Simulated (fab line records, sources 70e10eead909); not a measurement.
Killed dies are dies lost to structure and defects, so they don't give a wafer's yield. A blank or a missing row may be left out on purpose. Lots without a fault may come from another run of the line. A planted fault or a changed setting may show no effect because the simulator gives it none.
Which tool did it? | flow nand_harc | 24 lots, 72 wafers sampled, at 6 steps of a route of 1302

WHAT THE GAUGES READ, wafer by wafer
NHARC_A_SGD_CUT_CD_MEAS_09: target cd 100 nm. Usual: cd_nm 100.1 nm, standard deviation 0.57.
lot  | measured     | on        | cd_nm (nm)        | flag
L075 | day 19 16:43 | cd_sem-03 | 99.2 99.0 99.5    |
L076 | day 19 19:02 | cd_sem-01 | 99.7 98.8 99.5    |
L074 | day 19 16:18 | cd_sem-03 | 100.8 100.0 100.9 |
L078 | day 21 11:56 | cd_sem-01 | 100.3 101.3 99.9  |
L077 | day 21 15:18 | cd_sem-01 | 100.1 101.0 100.7 |
L079 | day 21 15:08 | cd_sem-03 | 99.0 99.1 99.4    |
L080 | day 21 15:20 | cd_sem-01 | 100.4 100.8 100.6 |
L081 | day 22 05:35 | cd_sem-03 | 99.6 99.7 99.3    |
L082 | day 23 00:23 | cd_sem-03 | 101.2 100.1 100.6 |
L084 | day 23 10:53 | cd_sem-01 | 100.3 100.8 100.0 |
L083 | day 23 14:26 | cd_sem-03 | 100.2 100.2 100.3 |
L086 | day 23 17:47 | cd_sem-03 | 100.1 100.8 100.1 |
L085 | day 23 19:08 | cd_sem-02 | 100.3 99.4 100.0  |
L087 | day 24 15:12 | cd_sem-02 | 99.9 100.3 99.8   |
L088 | day 25 06:50 | cd_sem-02 | 100.6 101.0 100.4 |
L090 | day 25 07:58 | cd_sem-02 | 100.2 100.2 100.7 |
L089 | day 25 13:19 | cd_sem-02 | 99.9 100.7 100.7  |
L092 | day 27 06:02 | cd_sem-03 | 100.0 99.3 100.7  |
L091 | day 27 05:20 | cd_sem-03 | 100.5 100.3 99.8  |
L093 | day 27 05:36 | cd_sem-03 | 99.4 99.6 99.6    |
L095 | day 27 21:43 | cd_sem-03 | 99.8 100.0 100.3  |
L094 | day 27 21:32 | cd_sem-01 | 100.4 100.4 99.8  |
L096 | day 28 11:24 | cd_sem-02 | 99.6 99.5 99.7    |
L097 | day 28 11:41 | cd_sem-02 | 98.8 99.7 99.2    |

NHARC_A_SGD_CUT_INSPECT_11. Usual: raw_defect_count 53, standard deviation 29.
lot  | measured     | on                | raw_defect_count | flag
L075 | day 19 16:50 | defect_inspect-01 | 69 82 68         |
L076 | day 19 19:10 | defect_inspect-01 | 11 15 12         |
L074 | day 19 16:25 | defect_inspect-02 | 17 25 22         |
L078 | day 21 12:04 | defect_inspect-01 | 17 13 22         |
L077 | day 21 15:25 | defect_inspect-02 | 102 101 111      |
L079 | day 21 15:15 | defect_inspect-01 | 25 17 16         |
L080 | day 21 15:28 | defect_inspect-01 | 126 126 121      |
L081 | day 22 05:42 | defect_inspect-02 | 69 56 61         |
L082 | day 23 00:31 | defect_inspect-02 | 32 31 26         |
L084 | day 23 11:00 | defect_inspect-02 | 65 87 64         |
L083 | day 23 14:34 | defect_inspect-02 | 69 59 52         |
L086 | day 23 17:55 | defect_inspect-02 | 72 80 72         |
L085 | day 23 19:16 | defect_inspect-02 | 30 32 32         |
L087 | day 24 15:20 | defect_inspect-01 | 48 73 79         |
L088 | day 25 06:58 | defect_inspect-01 | 69 72 78         |
L090 | day 25 08:05 | defect_inspect-02 | 61 61 70         |
L089 | day 25 13:26 | defect_inspect-02 | 49 41 49         |
L092 | day 27 06:10 | defect_inspect-02 | 54 58 63         |
L091 | day 27 05:28 | defect_inspect-02 | 96 92 90         |
L093 | day 27 05:44 | defect_inspect-02 | 56 57 56         |
L095 | day 27 21:50 | defect_inspect-01 | 61 55 61         |
L094 | day 27 21:40 | defect_inspect-02 | 8 10 13          |
L096 | day 28 11:32 | defect_inspect-01 | 10 12 13         |
L097 | day 28 11:49 | defect_inspect-02 | 41 52 47         |

WHICH TOOL RAN EACH LOT (tool, then ch and the chambers of the sampled wafers, then the start)
lot  | NHARC_A_STAIRCASE_HM_OPEN_457                 | NHARC_A_STAIRCASE_STRIP_446          | NHARC_A_STAIRCASE_CMP_152     | NHARC_A_STAIRCASE_ETCHBACK_422
L075 | rie_diel-12 ch 0,1,3, day 19 13:11 or earlier | plasma_asher-02 ch 0,1, day 19 13:11 | cmp-01 ch 1,2,3, day 19 14:04 | rie_diel-02 ch 1,3, day 19 14:32
L076 | rie_diel-09 ch 2,3, day 19 15:48 or earlier   | plasma_asher-01 ch 0,1, day 19 15:48 | cmp-04 ch 1,2, day 19 16:38   | rie_diel-12 ch 0,3, day 19 17:06
L074 | rie_diel-02 ch 0,1,3, day 19 12:54 or earlier | plasma_asher-02 ch 0,1, day 19 12:54 | cmp-04 ch 1,2,3, day 19 13:46 | rie_diel-02 ch 0,1,3, day 19 14:14
L078 | rie_diel-02 ch 0,2,3, day 21 05:49 or earlier | plasma_asher-01 ch 0,1, day 21 05:49 | cmp-01 ch 1,3, day 21 06:39   | rie_diel-02 ch 0,1,2, day 21 07:08
L077 | rie_diel-09 ch 0,2,3, day 21 11:52 or earlier | plasma_asher-01 ch 0,1, day 21 11:52 | cmp-04 ch 1,2, day 21 12:41   | rie_diel-09 ch 0,1,3, day 21 13:13
L079 | rie_diel-12 ch 0,2, day 21 11:46 or earlier   | plasma_asher-02 ch 0, day 21 11:46   | cmp-01 ch 0,1,2, day 21 12:38 | rie_diel-02 ch 0,3, day 21 13:05
L080 | rie_diel-02 ch 1,3, day 21 12:06 or earlier   | plasma_asher-02 ch 0,1, day 21 12:06 | cmp-02 ch 0,2,3, day 21 12:54 | rie_diel-12 ch 0,2,3, day 21 13:22
L081 | rie_diel-12 ch 0,1, day 22 02:17 or earlier   | plasma_asher-01 ch 0,1, day 22 02:17 | cmp-01 ch 0,1,3, day 22 03:05 | rie_diel-02 ch 1,2,3, day 22 03:33
L082 | rie_diel-12 ch 0,1,2, day 22 20:55 or earlier | plasma_asher-02 ch 0, day 22 20:55   | cmp-01 ch 0,3, day 22 21:47   | rie_diel-12 ch 1,3, day 22 22:16
L084 | rie_diel-09 ch 0,1,2, day 23 07:28 or earlier | plasma_asher-02 ch 0,1, day 23 07:28 | cmp-01 ch 1,2,3, day 23 08:17 | rie_diel-12 ch 0,2,3, day 23 08:45
L083 | rie_diel-12 ch 0,2,3, day 23 08:34 or earlier | plasma_asher-02 ch 0,1, day 23 08:34 | cmp-02 ch 0,1, day 23 11:13   | rie_diel-12 ch 1,2,3, day 23 12:01
L086 | rie_diel-02 ch 0,3, day 23 14:22 or earlier   | plasma_asher-01 ch 0,1, day 23 14:22 | cmp-02 ch 0,3, day 23 15:14   | rie_diel-12 ch 0,2,3, day 23 15:46
L085 | rie_diel-09 ch 2,3, day 23 15:35 or earlier   | plasma_asher-02 ch 0, day 23 15:35   | cmp-02 ch 1,2,3, day 23 16:35 | rie_diel-09 ch 0,3, day 23 17:01
L087 | rie_diel-12 ch 0,2,3, day 24 11:46 or earlier | plasma_asher-02 ch 0,1, day 24 11:46 | cmp-01 ch 0,1,2, day 24 12:38 | rie_diel-12 ch 0,2,3, day 24 13:05
L088 | rie_diel-02 ch 0,2,3, day 25 03:26 or earlier | plasma_asher-01 ch 0,1, day 25 03:26 | cmp-02 ch 1,2,3, day 25 04:16 | rie_diel-12 ch 2,3, day 25 04:46
L090 | rie_diel-02 ch 1,2,3, day 25 04:29 or earlier | plasma_asher-01 ch 0,1, day 25 04:29 | cmp-02 ch 0,1,2, day 25 05:22 | rie_diel-09 ch 0,1,2, day 25 05:49
L089 | rie_diel-12 ch 0,1,2, day 25 09:56 or earlier | plasma_asher-02 ch 0,1, day 25 09:56 | cmp-02 ch 0,1,2, day 25 10:48 | rie_diel-02 ch 0,2,3, day 25 11:16
L092 | rie_diel-02 ch 0,2,3, day 27 02:40 or earlier | plasma_asher-01 ch 0,1, day 27 02:40 | cmp-01 ch 0,2,3, day 27 03:32 | rie_diel-09 ch 0,1,2, day 27 04:01
L091 | rie_diel-12 ch 0,2, day 27 02:05 or earlier   | plasma_asher-02 ch 0,1, day 27 02:05 | cmp-01 ch 0,1,3, day 27 02:58 | rie_diel-09 ch 0,1,3, day 27 03:25
L093 | rie_diel-12 ch 0,3, day 27 02:10 or earlier   | plasma_asher-01 ch 0,1, day 27 02:10 | cmp-04 ch 2,3, day 27 03:00   | rie_diel-09 ch 0,1,2, day 27 03:31
L095 | rie_diel-09 ch 0,2,3, day 27 18:21 or earlier | plasma_asher-01 ch 0,1, day 27 18:21 | cmp-04 ch 0,1,2, day 27 19:10 | rie_diel-02 ch 0,2,3, day 27 19:38
L094 | rie_diel-09 ch 0,2,3, day 27 18:10 or earlier | plasma_asher-02 ch 0, day 27 18:10   | cmp-04 ch 0,1,2, day 27 19:02 | rie_diel-12 ch 1,2,3, day 27 19:28
L096 | rie_diel-12 ch 0,1,2, day 28 08:08 or earlier | plasma_asher-01 ch 0,1, day 28 08:08 | cmp-04 ch 0,1,3, day 28 09:01 | rie_diel-12 ch 0,1,2, day 28 09:28
L097 | rie_diel-09 ch 0,1,3, day 28 08:25 or earlier | plasma_asher-01 ch 0,1, day 28 08:25 | cmp-02 ch 0,2,3, day 28 09:19 | rie_diel-02 ch 0,1,3, day 28 09:47
- NHARC_A_STAIRCASE_HM_OPEN_457: chemistry O2/COS.
- NHARC_A_STAIRCASE_STRIP_446: strips in O2.
- NHARC_A_STAIRCASE_CMP_152: polishes.
- NHARC_A_STAIRCASE_ETCHBACK_422: etches the open film in CH3F/O2, target depth 40 nm, time 74.286 s.

WHAT THE TOOLS THEMSELVES READ (means of the sampled wafers that have a number; where no wafer has one, the mark that the record gives instead)
NHARC_A_STAIRCASE_HM_OPEN_457. Usual: cos_flow_sccm 20.00 sccm, standard deviation 0.064; drypump_motor_current_A 5.8 A, standard deviation 0.54; oes_product_au 1.003 a.u., standard deviation 0.011; rf_fwd_power_W 499.2 W, standard deviation 1.4; rf_vpp_V 465.7 V, standard deviation 2.4; showerhead_plenum_p_Torr 3.05 Torr, standard deviation 0.1; throttle_valve_pct 28.330 %, standard deviation 0.0091.
lot  | tool        | cos_flow_sccm (sccm) | drypump_motor_current_A (A) | oes_product_au (a.u.) | rf_fwd_power_W (W) | rf_vpp_V (V) | showerhead_plenum_p_Torr (Torr) | throttle_valve_pct (%) | flag
L075 | rie_diel-12 | 20.05                | 6.1                         | 1.004                 | 499.0              | 466.0        | 3.02                            | 28.330                 |
L076 | rie_diel-09 | 19.96                | 5.9                         | 1.007                 | 499.3              | 469.3        | 3.20                            | 28.325                 |
L074 | rie_diel-02 | 20.03                | 5.9                         | 1.003                 | 499.4              | 463.5        | 2.95                            | 28.339                 |
L078 | rie_diel-02 | 20.06                | 5.5                         | 1.005                 | 499.4              | 464.4        | 2.98                            | 28.326                 |
L077 | rie_diel-09 | 19.96                | 5.8                         | 1.005                 | 499.5              | 468.2        | 3.17                            | 28.323                 |
L079 | rie_diel-12 | 20.03                | 6.5                         | 1.011                 | 499.7              | 463.7        | 2.98                            | 28.338                 |
L080 | rie_diel-02 | 20.02                | 6.0                         | 0.995                 | 500.5              | 464.4        | 2.96                            | 28.330                 |
L081 | rie_diel-12 | 19.99                | 6.4                         | 1.010                 | 498.4              | 464.3        | 3.00                            | 28.327                 |
L082 | rie_diel-12 | 20.03                | 6.3                         | 1.000                 | 498.9              | 465.0        | 3.01                            | 28.320                 |
L084 | rie_diel-09 | 19.94                | 5.4                         | 0.991                 | 499.3              | 469.1        | 3.17                            | 28.332                 |
L083 | rie_diel-12 | 20.03                | 6.0                         | 1.012                 | 499.5              | 465.2        | 3.02                            | 28.324                 |
L086 | rie_diel-02 | 19.97                | 5.7                         | 1.008                 | 500.5              | 462.3        | 2.92                            | 28.336                 |
L085 | rie_diel-09 | 19.97                | 5.9                         | 1.001                 | 499.4              | 468.9        | 3.18                            | 28.319                 |
L087 | rie_diel-12 | 19.94                | 6.0                         | 1.013                 | 497.6              | 465.8        | 3.01                            | 28.331                 |
L088 | rie_diel-02 | 19.97                | 5.5                         | 1.005                 | 499.0              | 465.1        | 2.96                            | 28.328                 |
L090 | rie_diel-02 | 20.02                | 5.6                         | 0.997                 | 500.4              | 464.1        | 2.98                            | 28.330                 |
L089 | rie_diel-12 | 20.02                | 6.3                         | 1.000                 | 498.5              | 464.4        | 3.00                            | 28.335                 |
L092 | rie_diel-02 | 20.02                | 5.5                         | 0.998                 | 498.2              | 463.3        | 2.96                            | 28.337                 |
L091 | rie_diel-12 | 19.94                | 6.4                         | 1.002                 | 498.9              | 463.4        | 2.96                            | 28.337                 |
L093 | rie_diel-12 | 20.00                | 6.3                         | 1.005                 | 499.9              | 463.3        | 2.96                            | 28.328                 |
L095 | rie_diel-09 | 20.02                | 5.8                         | 1.009                 | 500.5              | 468.0        | 3.15                            | 28.328                 |
L094 | rie_diel-09 | 19.98                | 5.8                         | 1.009                 | 498.0              | 468.0        | 3.15                            | 28.326                 |
L096 | rie_diel-12 | 20.01                | 6.3                         | 0.997                 | 498.6              | 464.1        | 2.99                            | 28.335                 |
L097 | rie_diel-09 | 20.00                | 5.8                         | 1.001                 | 499.2              | 467.5        | 3.17                            | 28.331                 |

NHARC_A_STAIRCASE_STRIP_446. Usual: drypump_motor_current_A 5.85 A, standard deviation 0.22; heater_power_w 304 W, standard deviation 31.
lot  | tool            | drypump_motor_current_A (A) | heater_power_w (W) | flag
L075 | plasma_asher-02 | 5.88                        | 287                |
L076 | plasma_asher-01 | 5.77                        | 317                |
L074 | plasma_asher-02 | 6.02                        | 277                |
L078 | plasma_asher-01 | 5.68                        | 335                |
L077 | plasma_asher-01 | 5.69                        | 339                |
L079 | plasma_asher-02 | 6.19                        | 274                |
L080 | plasma_asher-02 | 6.04                        | 281                |
L081 | plasma_asher-01 | 5.77                        | 321                |
L082 | plasma_asher-02 | 6.17                        | 281                |
L084 | plasma_asher-02 | 5.87                        | 285                |
L083 | plasma_asher-02 | 5.89                        | 285                |
L086 | plasma_asher-01 | 5.75                        | 309                |
L085 | plasma_asher-02 | 6.19                        | 273                |
L087 | plasma_asher-02 | 6.03                        | 280                |
L088 | plasma_asher-01 | 5.79                        | 314                |
L090 | plasma_asher-01 | 5.69                        | 336                |
L089 | plasma_asher-02 | 6.04                        | 282                |
L092 | plasma_asher-01 | 5.68                        | 339                |
L091 | plasma_asher-02 | 6.03                        | 279                |
L093 | plasma_asher-01 | 5.80                        | 316                |
L095 | plasma_asher-01 | 5.68                        | 330                |
L094 | plasma_asher-02 | 6.19                        | 272                |
L096 | plasma_asher-01 | 5.68                        | 338                |
L097 | plasma_asher-01 | 5.75                        | 312                |

NHARC_A_STAIRCASE_CMP_152. Usual: motor_current_A 11.8 A, standard deviation 1.2.
lot  | tool   | motor_current_A (A) | flag
L075 | cmp-01 | 13.0                |
L076 | cmp-04 | 12.6                |
L074 | cmp-04 | 11.5                |
L078 | cmp-01 | 12.6                |
L077 | cmp-04 | 12.5                |
L079 | cmp-01 | 12.7                |
L080 | cmp-02 | 10.7                |
L081 | cmp-01 | 12.2                |
L082 | cmp-01 | 11.7                |
L084 | cmp-01 | 12.7                |
L083 | cmp-02 | 11.2                |
L086 | cmp-02 | 10.2                |
L085 | cmp-02 | 11.8                |
L087 | cmp-01 | 13.3                |
L088 | cmp-02 | 11.8                |
L090 | cmp-02 | 11.8                |
L089 | cmp-02 | 11.8                |
L092 | cmp-01 | 11.9                |
L091 | cmp-01 | 12.5                |
L093 | cmp-04 | 11.9                |
L095 | cmp-04 | 12.4                |
L094 | cmp-04 | 12.3                |
L096 | cmp-04 | 11.8                |
L097 | cmp-02 | 10.7                |

NHARC_A_STAIRCASE_ETCHBACK_422. Usual: drypump_motor_current_A 5.8 A, standard deviation 0.56; oes_product_au 0.96 a.u., standard deviation 0.037; rf_fwd_power_W 496.1 W, standard deviation 1.7; rf_vpp_V 243.5 V, standard deviation 1.5; showerhead_plenum_p_Torr 2.40 Torr, standard deviation 0.093; throttle_valve_pct 20.664 %, standard deviation 0.0094.
lot  | tool        | drypump_motor_current_A (A) | oes_product_au (a.u.) | rf_fwd_power_W (W) | rf_vpp_V (V) | showerhead_plenum_p_Torr (Torr) | throttle_valve_pct (%) | flag
L075 | rie_diel-02 | 6.0                         | 0.98                  | 495.9              | 242.6        | 2.33                            | 20.670                 |
L076 | rie_diel-12 | 6.3                         | 0.92                  | 498.7              | 242.7        | 2.34                            | 20.668                 |
L074 | rie_diel-02 | 5.9                         | 0.99                  | 496.2              | 242.0        | 2.31                            | 20.659                 |
L078 | rie_diel-02 | 5.4                         | 0.93                  | 496.6              | 242.4        | 2.33                            | 20.663                 |
L077 | rie_diel-09 | 5.8                         | 0.99                  | 495.8              | 244.8        | 2.51                            | 20.666                 |
L079 | rie_diel-02 | 5.9                         | 0.93                  | 497.0              | 242.2        | 2.31                            | 20.666                 |
L080 | rie_diel-12 | 6.0                         | 1.00                  | 497.2              | 243.3        | 2.37                            | 20.665                 |
L081 | rie_diel-02 | 5.6                         | 0.92                  | 495.1              | 243.3        | 2.35                            | 20.669                 |
L082 | rie_diel-12 | 5.9                         | 0.99                  | 495.5              | 243.7        | 2.39                            | 20.665                 |
L084 | rie_diel-12 | 6.0                         | 0.93                  | 496.5              | 243.2        | 2.36                            | 20.669                 |
L083 | rie_diel-12 | 5.8                         | 0.92                  | 497.2              | 243.7        | 2.39                            | 20.667                 |
L086 | rie_diel-12 | 6.0                         | 0.93                  | 495.0              | 242.6        | 2.36                            | 20.662                 |
L085 | rie_diel-09 | 5.8                         | 1.00                  | 496.4              | 244.2        | 2.47                            | 20.651                 |
L087 | rie_diel-12 | 6.0                         | 0.92                  | 497.4              | 243.4        | 2.36                            | 20.660                 |
L088 | rie_diel-12 | 5.7                         | 0.93                  | 498.1              | 243.3        | 2.39                            | 20.665                 |
L090 | rie_diel-09 | 5.4                         | 0.92                  | 495.8              | 245.0        | 2.49                            | 20.665                 |
L089 | rie_diel-02 | 5.5                         | 0.99                  | 494.1              | 244.1        | 2.45                            | 20.660                 |
L092 | rie_diel-09 | 5.4                         | 0.98                  | 495.4              | 244.5        | 2.48                            | 20.664                 |
L091 | rie_diel-09 | 5.9                         | 0.91                  | 495.6              | 245.1        | 2.50                            | 20.673                 |
L093 | rie_diel-09 | 5.4                         | 0.91                  | 495.2              | 244.2        | 2.48                            | 20.668                 |
L095 | rie_diel-02 | 5.5                         | 0.99                  | 495.9              | 244.0        | 2.45                            | 20.659                 |
L094 | rie_diel-12 | 5.7                         | 1.00                  | 496.2              | 243.2        | 2.38                            | 20.662                 |
L096 | rie_diel-12 | 6.3                         | 1.01                  | 493.8              | 244.7        | 2.47                            | 20.673                 |
L097 | rie_diel-02 | 5.9                         | 0.92                  | 496.0              | 243.0        | 2.42                            | 20.662                 |

THE ANSWER, worked out from the rows above alone
Rule: a lot is off if the mean of its wafers that have a number lies more than 3 standard deviations from the usual mean. A lot without any number at a reading at which 4 lots or more have one is off too. The other lots that the step has rows for count as sound. The gauges are gone through in route order, then the tools' own readings, and for those a lot's mean is taken as printed above. The first step at which some lot is off is used, and at that step the reading that is off furthest; a lot without a number counts as furthest.
No lot is off at any reading shown: from this, nothing can be told.

WHAT THE SIMULATOR HAD PUT IN
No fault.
